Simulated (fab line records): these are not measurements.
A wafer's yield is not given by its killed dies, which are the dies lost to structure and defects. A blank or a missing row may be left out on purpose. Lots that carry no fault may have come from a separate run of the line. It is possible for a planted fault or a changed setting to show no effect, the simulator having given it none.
Struck lot and sound lot, side by side ; flow nandHarc ; 42 steps out of a route of 1302
Sound: these wafers, L690.1, L690.3, L690.6. Struck: wafer L705.4 (L705.2, L705.6, from the same lot, were not struck and are left out); the cause is given at the end.
At each step with rows: each side's tool, then ch and its chambers, then its first start. Under that, the readings that differ: sound wafers ; struck wafers ; difference of the means ; sigmas: that difference in standard deviations of wafers without a fault.
alike: a reading whose means differ by less than 2 such deviations, as well as words and numbers matching on both sides. not compared: withheld readings; readings where some wafer has no value; bounds like >300 that might hide an equal value; numbers whose values overlap and for which the record gives no deviation.
A row with sigmas, a row that says differs or no value, or rows on one side alone: a step with any of these is where the two part. Non-overlapping numbers with no deviation appear without sigmas and do not part them. Lack of a reading on every wafer of one side parts them only where that side has two or more wafers.

first, 9 steps without rows for these wafers: NHARC_THIN_TSV_DEP_43 (deposits SiO2, target thk 1328.5 nm); NHARC_THIN_TSV_DEHYDRATE_04 (time 120 s); NHARC_THIN_TSV_HMDS_05 (time 30 s); NHARC_THIN_TSV_COAT_06; NHARC_THIN_TSV_SOFTBAKE_07 (time 95 s); NHARC_THIN_TSV_EBR_08; NHARC_THIN_TSV_EXPOSE_09 (exposes mask TSV); NHARC_THIN_TSV_PEB_10 (peb time 85 s); NHARC_THIN_TSV_DEVELOP_11 (time 70 s).
NHARC_THIN_TSV_CD_MEAS_12: the cd target is 1000 nm.
  sound on cdSem-03 ch 0, day 23 18:20; struck on cdSem-03 ch 0, day 30 10:49
  alike: cdNm
then, 1 step without rows for these wafers: NHARC_THIN_TSV_HARDBAKE_13 (time 80 s).
NHARC_THIN_TSV_DESCUM_14: chemistry O2, time 3 s.
  sound on rieDiel-12 ch 0,1, day 23 18:29; struck on rieDiel-12 ch 2, day 30 10:59
reading;sound;struck;difference;sigmas
rfVppV (V);58.0 58.8 59.1;56.6;-2.0;-2
throttleValvePct (%);11.316 11.312 11.314;11.294;-0.020;-2
  alike: drypumpMotorCurrentA, oesProductAu, showerheadPlenumPTorr
  not compared: rfHoursCounterH
NHARC_THIN_TSV_ETCH_44: etches the open film in CF4/O2, target depth 1594.2 nm, time 797.1 s.
  sound on rieDiel-12 ch 0,1, day 23 18:38; struck on rieDiel-12 ch 2, day 30 11:04
reading;sound;struck;difference;sigmas
drypumpMotorCurrentA (A);5.5 5.8 5.8;4.8;-0.9;-2
  alike: oesProductAu, rfVppV, showerheadPlenumPTorr, throttleValvePct
  not compared: rfHoursCounterH
NHARC_THIN_TSV_ETCH_15: target depth 3000 nm, bosch target overetch cycles 2, bosch etch step 2.8 s.
  sound on rieSi-04 ch 1,2,3, day 23 19:09; struck on rieSi-04 ch 1, day 30 11:38
  alike: drypumpMotorCurrentA
  not compared: rfHoursCounterH
NHARC_THIN_TSV_CD_MEAS_16:
  sound: cdSem-01 at day 23 19:18; struck: cdSem-03 at day 30 11:47
  alike: cdNm
then, 4 steps without rows for these wafers: NHARC_THIN_TSV_STRIP_45 (strips in O2); NHARC_THIN_TSV_STRIP_46 (strips in post etch residue remover, time 1200 s); NHARC_THIN_TSV_DEP_47 (deposits SiO2, target thk 200 nm); NHARC_THIN_TSV_ETCHBACK_48 (etches the open film in C4F8/Ar, target depth 1028.5 nm, time 405.17 s).
NHARC_THIN_TSV_STRIP_62: strips in N2/H2, time 20 s.
  sound on plasmaAsher-01 ch 0,1, day 23 21:05; struck on plasmaAsher-01 ch 0, day 30 13:25
  alike: drypumpMotorCurrentA, heaterPowerW
  not compared: rfHoursCounterH
then, 1 step without rows for these wafers: NHARC_THIN_TSV_DEGAS_49 (time 120 s).
NHARC_THIN_TSV_PRE_CLEAN_50: time 30 s.
  sound on pvdSputter-02; struck on pvdSputter-02
  alike: heaterPowerW
NHARC_THIN_TSV_PVD_19: deposits TaN, target thk 20 nm.
  sound on pvdSputter-02; struck on pvdSputter-02
  alike: throttleValvePct
then, 17 steps without rows for these wafers: NHARC_THIN_TSV_PVD_51 (deposits Cu, target thk 100 nm); NHARC_THIN_TSV_ECD_20 (material Cu, target thk 2000 nm); NHARC_THIN_TSV_ANNEAL_52 (time 90 s); NHARC_THIN_TSV_CMP_21 (polishes, t overpolish 30 s, target thk 2000 nm); NHARC_THIN_TSV_SRD_23; NHARC_THIN_TSV_DEGAS_53 (time 60 s); NHARC_THIN_TSV_PRE_CLEAN_54 (time 30 s); NHARC_THIN_TSV_PVD_55 (deposits TiN, target thk 50 nm); NHARC_THIN_TSV_PVD_24 (deposits Al, target thk 800 nm); NHARC_THIN_TSV_DEHYDRATE_25 (time 120 s); NHARC_THIN_TSV_HMDS_26 (time 30 s); NHARC_THIN_TSV_COAT_27; NHARC_THIN_TSV_SOFTBAKE_28 (time 95 s); NHARC_THIN_TSV_EBR_29; NHARC_THIN_TSV_EXPOSE_30 (exposes mask PAD); NHARC_THIN_TSV_PEB_31 (peb time 85 s); NHARC_THIN_TSV_DEVELOP_32 (time 70 s).
NHARC_THIN_TSV_CD_MEAS_33: the cd target is 5000 nm.
  sound on cdSem-03 ch 0, day 24 00:22; struck on cdSem-01 ch 0, day 30 16:38
  alike: cdNm
NHARC_END_SORT_01:
  the record has rows for the struck wafers here (prober-01 ch 0, day 31 04:10) and none for the sound ones

== WHERE THEY PART ==
At NHARC_THIN_TSV_DESCUM_14 first; at NHARC_END_SORT_01 last (within this record only).

WHY: the cause the simulator had injected
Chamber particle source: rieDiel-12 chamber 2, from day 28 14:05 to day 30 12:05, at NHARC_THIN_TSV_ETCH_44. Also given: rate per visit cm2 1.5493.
